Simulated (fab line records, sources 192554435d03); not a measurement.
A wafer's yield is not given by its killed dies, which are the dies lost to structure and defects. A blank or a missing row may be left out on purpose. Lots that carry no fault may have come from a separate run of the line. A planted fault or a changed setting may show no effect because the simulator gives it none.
Which tool is to blame? ; flow n5_finfet ; 24 lots with 72 wafers sampled at 3 steps, on a route of 1938 steps

## WHAT EACH GAUGE READ, for each wafer
N5_BEOL_M4_OVL_MEAS_29. Usual: V3_OVL gives 0.3 nm (standard deviation 0.66).
lot;measured;on;V3_OVL (nm);flag
L074;day 7 14:23;overlay-02;0.1 -0.6 0.2;
L076;day 8 04:23;overlay-02;-0.2 -0.6 -0.4;
L075;day 8 10:47;overlay-01;0.3 0.4 0.4;
L078;day 9 03:39;overlay-02;-0.4 -0.1 0.1;
L077;day 9 17:04;overlay-02;1.7 0.8 0.6;
L079;day 10 00:47;overlay-01;0.3 -0.3 -1.0;
L083;day 10 08:08;overlay-02;-0.7 0.5 0.7;
L081;day 10 10:03;overlay-01;0.6 0.1 1.3;
L080;day 10 13:32;overlay-02;0.2 0.6 1.2;
L084;day 10 19:31;overlay-02;0.1 0.4 -0.3;
L085;day 11 00:27;overlay-02;0.0 0.3 -0.1;
L082;day 11 01:04;overlay-01;-0.3 -0.4 0.7;
L087;day 11 05:05;overlay-02;-0.1 0.1 0.7;
L086;day 11 07:08;overlay-01;0.7 0.6 1.8;
L090;day 11 18:17;overlay-02;0.7 0.7 1.2;
L088;day 11 20:59;overlay-01;0.7 -0.1 0.0;
L089;day 12 07:31;overlay-02;-1.1 -1.3 -0.6;
L091;day 12 13:43;overlay-01;-1.4 -0.6 -0.5;
L092;day 12 17:57;overlay-02;0.3 -0.3 0.8;
L093;day 13 02:30;overlay-02;0.4 -0.2 0.1;
L096;day 13 06:59;overlay-01;1.6 1.7 0.8;
L095;day 13 08:52;overlay-01;0.0 -0.6 0.1;
L094;day 13 09:17;overlay-02;0.5 0.3 1.0;
L097;day 13 21:49;overlay-01;0.6 -0.2 0.0;

## TOOL THAT RAN EACH LOT (tool first, then ch and the chambers of the sampled wafers, then the start)
lot;N5_BEOL_M4_DESCUM_16;N5_BEOL_M4_STRIP_66
L074;rie_diel-01 ch 1,2, day 7 13:32;rie_diel-01 ch 1,2, day 7 13:45
L076;rie_diel-06 ch 2,3, day 8 03:28;rie_diel-06 ch 2,3, day 8 03:41
L075;rie_diel-06 ch 2,3, day 8 09:52;rie_diel-06 ch 2,3, day 8 10:05
L078;rie_diel-06 ch 0,1, day 9 02:44;rie_diel-06 ch 0,1, day 9 02:57
L077;rie_diel-03 ch 1,2,3, day 9 16:17;rie_diel-03 ch 1,2,3, day 9 16:30
L079;rie_diel-06 ch 0,1,2, day 9 23:46;rie_diel-06 ch 0,1,2, day 9 23:59
L083;rie_diel-03 ch 1,3, day 10 07:21;rie_diel-03 ch 1,3, day 10 07:34
L081;rie_diel-06 ch 1,3, day 10 09:10;rie_diel-06 ch 1,3, day 10 09:23
L080;rie_diel-03 ch 1,3, day 10 12:37;rie_diel-03 ch 1,3, day 10 12:50
L084;rie_diel-01 ch 0,2,3, day 10 18:43;rie_diel-01 ch 0,2,3, day 10 18:56
L085;rie_diel-03 ch 0,1,3, day 10 23:34;rie_diel-03 ch 0,1,3, day 10 23:47
L082;rie_diel-01 ch 0,1,2, day 11 00:16;rie_diel-01 ch 0,1,2, day 11 00:29
L087;rie_diel-01 ch 1,2,3, day 11 04:17;rie_diel-01 ch 1,2,3, day 11 04:30
L086;rie_diel-06 ch 0,1,3, day 11 06:16;rie_diel-06 ch 0,1,3, day 11 06:28
L090;rie_diel-01 ch 0,3, day 11 17:31;rie_diel-01 ch 0,3, day 11 17:43
L088;rie_diel-03 ch 1,2,3, day 11 20:13;rie_diel-03 ch 1,2,3, day 11 20:25
L089;rie_diel-06 ch 0,3, day 12 06:44;rie_diel-06 ch 0,3, day 12 06:56
L091;rie_diel-03 ch 1,2,3, day 12 12:56;rie_diel-03 ch 1,2,3, day 12 13:09
L092;rie_diel-06 ch 2,3, day 12 17:09;rie_diel-06 ch 2,3, day 12 17:22
L093;rie_diel-03 ch 0,1, day 13 01:38;rie_diel-03 ch 0,1, day 13 01:50
L096;rie_diel-01 ch 1,2,3, day 13 06:13;rie_diel-01 ch 1,2,3, day 13 06:25
L095;rie_diel-01 ch 1,2,3, day 13 08:01;rie_diel-01 ch 1,2,3, day 13 08:14
L094;rie_diel-03 ch 0,2, day 13 08:31;rie_diel-03 ch 0,2, day 13 08:43
L097;rie_diel-06 ch 0,1,3, day 13 21:02;rie_diel-06 ch 0,1,3, day 13 21:14
- N5_BEOL_M4_DESCUM_16: chemistry O2, time 7 s.
- N5_BEOL_M4_STRIP_66: strips in CF4.

## WHAT THE TOOLS THEMSELVES READ (means of the sampled wafers that have a number; where no wafer has one, the mark that the record gives instead)
N5_BEOL_M4_DESCUM_16. Usual: drypump_motor_current_A 5.8 A, standard deviation 0.44; oes_product_au 0.79 a.u., standard deviation 0.068; rf_vpp_V 243.3 V, standard deviation 1.3; showerhead_plenum_p_Torr 2.11 Torr, standard deviation 0.07; throttle_valve_pct 20.50 %, standard deviation 0.28.
lot;tool;drypump_motor_current_A (A);oes_product_au (a.u.);rf_vpp_V (V);showerhead_plenum_p_Torr (Torr);throttle_valve_pct (%);flag
L074;rie_diel-01;5.8;0.76;243.2;2.16;20.47;
L076;rie_diel-06;6.3;0.78;242.7;2.09;20.66;
L075;rie_diel-06;5.9;0.81;243.2;2.11;20.47;
L078;rie_diel-06;5.8;0.80;242.1;2.05;20.62;
L077;rie_diel-03;5.5;0.79;243.3;2.13;20.45;
L079;rie_diel-06;6.1;0.77;243.2;2.07;20.71;
L083;rie_diel-03;5.6;0.81;244.0;2.14;20.29;
L081;rie_diel-06;5.5;0.81;243.5;2.08;20.42;
L080;rie_diel-03;5.3;0.75;242.3;2.06;20.47;
L084;rie_diel-01;5.8;0.82;243.1;2.08;20.44;
L085;rie_diel-03;5.6;0.75;243.6;2.12;20.53;
L082;rie_diel-01;5.6;0.78;243.1;2.10;20.51;
L087;rie_diel-01;5.9;0.80;243.1;2.11;20.26;
L086;rie_diel-06;5.7;0.79;243.0;2.08;20.52;
L090;rie_diel-01;5.9;0.87;243.0;2.04;20.19;
L088;rie_diel-03;5.5;0.77;243.8;2.12;20.48;
L089;rie_diel-06;5.6;0.76;242.8;2.09;20.49;
L091;rie_diel-03;5.5;0.76;243.8;2.12;20.49;
L092;rie_diel-06;6.3;0.75;243.3;2.08;20.71;
L093;rie_diel-03;5.9;0.89;244.0;2.19;20.29;
L096;rie_diel-01;5.8;0.78;243.2;2.10;20.29;
L095;rie_diel-01;5.8;0.78;243.1;2.10;20.28;
L094;rie_diel-03;5.9;0.90;243.5;2.16;20.55;
L097;rie_diel-06;5.6;0.77;243.6;2.07;20.56;

N5_BEOL_M4_STRIP_66. Usual: cf4_flow_sccm 150.1 sccm, standard deviation 0.43; drypump_motor_current_A 5.8 A, standard deviation 0.44; oes_product_au 0.78 a.u., standard deviation 0.064; rf_vpp_V 271.5 V, standard deviation 1.6; showerhead_plenum_p_Torr 1.81 Torr, standard deviation 0.054; throttle_valve_pct 13.65 %, standard deviation 0.28.
lot;tool;cf4_flow_sccm (sccm);drypump_motor_current_A (A);oes_product_au (a.u.);rf_vpp_V (V);showerhead_plenum_p_Torr (Torr);throttle_valve_pct (%);flag
L074;rie_diel-01;150.1;5.7;0.75;272.4;1.84;13.61;
L076;rie_diel-06;150.0;6.4;0.77;270.6;1.80;13.81;
L075;rie_diel-06;149.7;5.9;0.80;271.6;1.80;13.60;
L078;rie_diel-06;150.0;5.8;0.78;270.1;1.76;13.74;
L077;rie_diel-03;150.2;5.5;0.78;272.0;1.82;13.60;
L079;rie_diel-06;150.1;6.1;0.76;270.9;1.78;13.85;
L083;rie_diel-03;149.6;5.6;0.81;273.1;1.83;13.46;
L081;rie_diel-06;150.0;5.5;0.81;271.2;1.79;13.54;
L080;rie_diel-03;150.3;5.3;0.75;271.0;1.77;13.66;
L084;rie_diel-01;150.2;5.8;0.80;271.1;1.79;13.59;
L085;rie_diel-03;150.0;5.6;0.75;271.2;1.81;13.70;
L082;rie_diel-01;150.5;5.6;0.77;271.7;1.81;13.65;
L087;rie_diel-01;149.7;5.8;0.79;271.4;1.80;13.44;
L086;rie_diel-06;150.1;5.7;0.78;270.1;1.78;13.66;
L090;rie_diel-01;150.4;5.9;0.85;270.2;1.76;13.38;
L088;rie_diel-03;150.4;5.5;0.76;271.5;1.82;13.64;
L089;rie_diel-06;150.3;5.6;0.75;271.7;1.79;13.64;
L091;rie_diel-03;150.0;5.5;0.76;272.3;1.81;13.65;
L092;rie_diel-06;149.8;6.3;0.74;270.2;1.79;13.91;
L093;rie_diel-03;150.5;5.9;0.88;273.5;1.87;13.38;
L096;rie_diel-01;150.2;5.8;0.76;271.0;1.80;13.48;
L095;rie_diel-01;150.7;5.8;0.76;272.3;1.80;13.47;
L094;rie_diel-03;150.5;5.9;0.89;272.7;1.85;13.59;
L097;rie_diel-06;150.6;5.7;0.76;270.6;1.77;13.71;

## THE ANSWER, worked out from the rows above alone
Rule: lot off if the mean of its wafers having a number is beyond 3 standard deviations from the usual mean. A lot without any number at a reading at which 4 lots or more have one is off too. Where the step has rows for the other lots, those lots are counted as sound. The gauges are gone through in route order, then the tools' own readings, and for those a lot's mean is taken as printed above. The first step at which some lot is off is used, and at that step the reading that is off furthest; a lot without a number counts as furthest.
No lot is off at any reading shown: from this, nothing can be told.

## WHAT THE SIMULATOR HAD PUT IN
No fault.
